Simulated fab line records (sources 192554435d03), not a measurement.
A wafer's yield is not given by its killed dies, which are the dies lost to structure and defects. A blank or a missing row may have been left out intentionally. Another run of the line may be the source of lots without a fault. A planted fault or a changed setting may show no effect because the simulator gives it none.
Chamber matching / flow n5-finfet / 4 sister chambers for N5_BEOL_M10_ETCH_65 on rie-diel-02
The step etches SiARC in CF4, target depth 39 nm, time 65 s. 16 wafers are shown with their chamber, then 8 later ones without.

WAFERS, EACH WITH ITS CHAMBER
wafer=L075.1; chamber=1; drypump-motor-current-A (A)=5.0; showerhead-plenum-p-Torr (Torr)=2.25; etch-rf-on-time-s (s)=69.8
wafer=L075.4; chamber=2; drypump-motor-current-A (A)=6.3; showerhead-plenum-p-Torr (Torr)=2.26; etch-rf-on-time-s (s)=67.0
wafer=L075.6; chamber=1; drypump-motor-current-A (A)=4.9; showerhead-plenum-p-Torr (Torr)=2.25; etch-rf-on-time-s (s)=71.1
wafer=L079.1; chamber=0; drypump-motor-current-A (A)=4.8; showerhead-plenum-p-Torr (Torr)=2.13; etch-rf-on-time-s (s)=64.6
wafer=L079.2; chamber=2; drypump-motor-current-A (A)=6.3; showerhead-plenum-p-Torr (Torr)=2.25; etch-rf-on-time-s (s)=65.4
wafer=L079.3; chamber=1; drypump-motor-current-A (A)=5.0; showerhead-plenum-p-Torr (Torr)=2.25; etch-rf-on-time-s (s)=70.5
wafer=L078.2; chamber=2; drypump-motor-current-A (A)=6.4; showerhead-plenum-p-Torr (Torr)=2.25; etch-rf-on-time-s (s)=66.6
wafer=L078.4; chamber=3; drypump-motor-current-A (A)=5.2; showerhead-plenum-p-Torr (Torr)=2.15; etch-rf-on-time-s (s)=62.4
wafer=L078.5; chamber=1; drypump-motor-current-A (A)=5.0; showerhead-plenum-p-Torr (Torr)=2.25; etch-rf-on-time-s (s)=71.7
wafer=L085.1; chamber=1; drypump-motor-current-A (A)=4.9; showerhead-plenum-p-Torr (Torr)=2.24; etch-rf-on-time-s (s)=69.6
wafer=L085.2; chamber=2; drypump-motor-current-A (A)=6.3; showerhead-plenum-p-Torr (Torr)=2.25; etch-rf-on-time-s (s)=66.1
wafer=L085.3; chamber=3; drypump-motor-current-A (A)=5.2; showerhead-plenum-p-Torr (Torr)=2.14; etch-rf-on-time-s (s)=61.4
wafer=L087.2; chamber=2; drypump-motor-current-A (A)=6.3; showerhead-plenum-p-Torr (Torr)=2.25; etch-rf-on-time-s (s)=66.6
wafer=L087.3; chamber=1; drypump-motor-current-A (A)=5.0; showerhead-plenum-p-Torr (Torr)=2.24; etch-rf-on-time-s (s)=70.0
wafer=L087.4; chamber=0; drypump-motor-current-A (A)=4.9; showerhead-plenum-p-Torr (Torr)=2.12; etch-rf-on-time-s (s)=64.9
wafer=L094.2; chamber=0; drypump-motor-current-A (A)=4.9; showerhead-plenum-p-Torr (Torr)=2.12; etch-rf-on-time-s (s)=64.7

SIGNATURES, as means of the wafers listed above
reading=drypump-motor-current-A; chamber 0=4.867; chamber 1=4.967; chamber 2=6.320; chamber 3=5.200; scatter within a chamber=0.0483
reading=showerhead-plenum-p-Torr; chamber 0=2.1233; chamber 1=2.2467; chamber 2=2.2520; chamber 3=2.1450; scatter within a chamber=0.00524
reading=etch-rf-on-time-s; chamber 0=64.733; chamber 1=70.450; chamber 2=66.340; chamber 3=61.900; scatter within a chamber=0.67
Rule: distance of a wafer from a chamber = root of the sum over the readings of ((wafer's reading minus chamber's mean) / reading's scatter) squared. The wafer belongs to the nearest chamber; if the next one is less than 2 further off, it can't be placed. The scatter: the root of (the sum of the squares of (reading less its chamber's mean) over the shown wafers, divided by (wafers less chambers)).

WAFERS MISSING THEIR CHAMBER
wafer=L094.3; drypump-motor-current-A (A)=6.3; showerhead-plenum-p-Torr (Torr)=2.24; etch-rf-on-time-s (s)=66.9
wafer=L094.5; drypump-motor-current-A (A)=5.2; showerhead-plenum-p-Torr (Torr)=2.14; etch-rf-on-time-s (s)=61.2
wafer=L096.1; drypump-motor-current-A (A)=4.9; showerhead-plenum-p-Torr (Torr)=2.11; etch-rf-on-time-s (s)=64.6
wafer=L096.4; drypump-motor-current-A (A)=6.4; showerhead-plenum-p-Torr (Torr)=2.24; etch-rf-on-time-s (s)=67.2
wafer=L096.6; drypump-motor-current-A (A)=4.9; showerhead-plenum-p-Torr (Torr)=2.11; etch-rf-on-time-s (s)=64.4
wafer=L097.2; drypump-motor-current-A (A)=5.0; showerhead-plenum-p-Torr (Torr)=2.23; etch-rf-on-time-s (s)=71.0
wafer=L097.5; drypump-motor-current-A (A)=5.2; showerhead-plenum-p-Torr (Torr)=2.13; etch-rf-on-time-s (s)=61.2
wafer=L097.6; drypump-motor-current-A (A)=6.3; showerhead-plenum-p-Torr (Torr)=2.24; etch-rf-on-time-s (s)=66.4

EACH ONE'S CHAMBER
wafer=L094.3; from the rows above=2; in truth=2
wafer=L094.5; from the rows above=3; in truth=3
wafer=L096.1; from the rows above=0; in truth=0
wafer=L096.4; from the rows above=2; in truth=2
wafer=L096.6; from the rows above=0; in truth=0
wafer=L097.2; from the rows above=1; in truth=1
wafer=L097.5; from the rows above=3; in truth=3
wafer=L097.6; from the rows above=2; in truth=2
Placed correctly: 8 of 8. From these rows, 0 cannot be placed. Number placed wrongly: 0.
